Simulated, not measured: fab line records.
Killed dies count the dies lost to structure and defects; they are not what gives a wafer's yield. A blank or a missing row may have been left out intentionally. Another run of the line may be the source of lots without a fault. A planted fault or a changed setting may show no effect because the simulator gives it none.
Matching of chambers -- flow n5Finfet -- N5_BEOL_M0_CUTY_ETCH_62 on rieDiel-04 has 4 sister chambers
The step etches SiARC in CF4, time 58.5 s. 7 wafers are shown with their chamber, then 11 later ones without.

## WAFERS PAIRED WITH THEIR CHAMBERS
wafer,chamber,drypumpMotorCurrentA (A),throttleValvePct (%)
L087.4,0,5.3,15.44
L087.5,1,5.0,15.24
L087.6,2,6.1,15.39
L088.1,1,5.0,15.23
L088.4,0,5.3,15.44
L088.6,3,6.0,15.51
L090.1,3,6.1,15.50

## WAFERS WHOSE CHAMBER IS MISSING
wafer,drypumpMotorCurrentA (A),throttleValvePct (%)
L090.5,5.3,15.46
L090.6,6.0,15.51
L092.2,5.3,15.47
L092.4,6.0,15.51
L092.5,5.1,15.24
L096.2,5.4,15.49
L096.4,6.1,15.54
L096.6,5.1,15.26
L097.1,5.1,15.28
L097.2,6.0,15.55
L097.5,5.3,15.51

## THE CHAMBER EACH PASSED THROUGH
wafer,from the rows above,in truth
L090.5,0,0
L090.6,3,3
L092.2,0,0
L092.4,3,3
L092.5,1,1
L096.2,0,0
L096.4,3,3
L096.6,1,1
L097.1,1,1
L097.2,3,3
L097.5,0,0
Placed correctly: 11 of 11. Not placeable from these rows: 0. 0 placed wrongly.
How it was worked out, from the rows above alone: a wafer's distance from a chamber is the root of the sum, over the readings, of the square of ((its reading less the chamber's mean) divided by the reading's scatter). The wafer belongs to the nearest chamber; if the next one is less than 2 further off, it can't be placed. For every chamber, the mean is computed from those of its wafers that are shown. The scatter: the root of (the sum of the squares of (reading less its chamber's mean) over the shown wafers, divided by (wafers less chambers)).
